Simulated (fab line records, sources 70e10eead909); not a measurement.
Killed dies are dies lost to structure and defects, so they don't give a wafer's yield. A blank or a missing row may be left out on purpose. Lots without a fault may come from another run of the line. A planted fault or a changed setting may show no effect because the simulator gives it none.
One fault seen from 3 desks | flow nand_harc | each desk has only its own numbers; what lay behind them comes last

THE TOOL OWNER'S DESK: pecvd-04
The tool's own readings at NHARC_A_ONON_D2_DEP_33 (deposits SiO2, target thk 200 nm): means of the sampled wafers that have a number, for each lot that ran on this tool. A lot is out of limits, marked OUT, if its mean lies more than 4 standard deviations from the usual mean; the brackets give that distance.
Columns: A = heater_power_w at NHARC_A_ONON_D2_DEP_33, usual 554 W; B = mfc_precursor_sccm at NHARC_A_ONON_D2_DEP_33, usual 161.3 sccm; C = showerhead_vpp_V at NHARC_A_ONON_D2_DEP_33, usual 1868 V; D = throttle_valve_pct at NHARC_A_ONON_D2_DEP_33, usual 15.9 %
lot  | first seen here | A   | B               | C    | D
L700 | day 12 22:28    | 445 | 161.4           | 1948 | 16.5
L707 | day 15 04:20    | 496 | 161.2           | 1929 | 16.5
L711 | day 17 22:14    | 578 | 161.7           | 1849 | 16.2
L718 | day 20 16:59    | 541 | 160.9           | 1876 | 16.4
L721 | day 21 19:15    | 513 | 176.5 (+31) OUT | 1862 | 16.5
L720 | day 21 19:32    | 558 | 176.8 (+32) OUT | 1801 | 16.0
This desk's finding: out of limits on L720, L721; first on L721, day 21 19:15 (mfc_precursor_sccm at NHARC_A_ONON_D2_DEP_33). In limits: L700, L707, L711, L718.

THE METROLOGY DESK
What the gauges read, lot by lot, whatever tool the lot ran on: means of the sampled wafers that have a number. A lot is out of limits, marked OUT, if its mean lies more than 4 standard deviations from the usual mean; the brackets give that distance.
Columns: A = thk_nm at NHARC_A_ONON_D2_THK_MEAS_34, usual 201 nm
lot  | first seen here | A
L701 | day 12 22:47    | 201
L700 | day 12 22:49    | 197
L702 | day 13 19:17    | 201
L704 | day 14 01:19    | 199
L705 | day 15 04:44    | 204
L707 | day 15 04:46    | 195
L711 | day 17 22:39    | 204
L710 | day 17 22:49    | 200
L718 | day 20 17:22    | 201
L721 | day 21 19:40    | 217 (+5.4) OUT
L720 | day 21 19:56    | 222 (+7.0) OUT
L722 | day 22 05:25    | 200
This desk's finding: out of limits on L720, L721; first on L721, day 21 19:40 (thk_nm at NHARC_A_ONON_D2_THK_MEAS_34). In limits: L701, L700, L702, L704, L705, L707, L711, L710, L718, L722.

THE DEFECT DESK
What the inspections along the route counted, lot by lot: means of the sampled wafers that have a number. A lot is out of limits, marked OUT, if its mean lies more than 4 standard deviations from the usual mean; the brackets give that distance.
Columns: A = raw_defect_count at NHARC_A_ONON_D2_INSPECT_32, usual 372; B = raw_defect_count at NHARC_A_CHANNEL_HOLE_D2_INSPECT_12, usual 27
lot  | first seen here | A   | B
L701 | day 12 22:50    | 499 | 48
L700 | day 12 22:53    | 355 | 7
L702 | day 13 19:23    | 259 | 6
L704 | day 14 01:23    | 418 | 57
L705 | day 15 04:48    | 253 | 5
L707 | day 15 04:51    | 461 | 63
L711 | day 17 22:44    | 341 | 13
L710 | day 17 22:53    | 534 | 48
L718 | day 20 17:27    | 374 | 52
L721 | day 21 19:44    | 247 | 25
L720 | day 21 20:02    | 387 | 4
L722 | day 22 05:29    | 367 | 3
This desk's finding: nothing out of limits on any of the 12 lots.

PUT TOGETHER
The tool owner's desk could have raised an alarm at day 21 19:15, on L720, L721.
The metrology desk could have raised an alarm at day 21 19:40, on L720, L721.
The defect desk saw nothing out of limits.
The defect desk has L720, L721 on record, within its limits.
Of the lots named, all ran NHARC_A_ONON_D2_DEP_33 on pecvd-04.

WHAT THE SIMULATOR HAD PUT IN
Process parameter drift: pecvd-04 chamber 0, from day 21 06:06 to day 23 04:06, at NHARC_A_ONON_D2_DEP_33. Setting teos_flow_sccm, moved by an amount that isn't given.
Lots struck among those shown: L720, L721.
Hours from the fault's start to each desk's first reading out of limits: the tool owner's desk, 13; the metrology desk, 14.
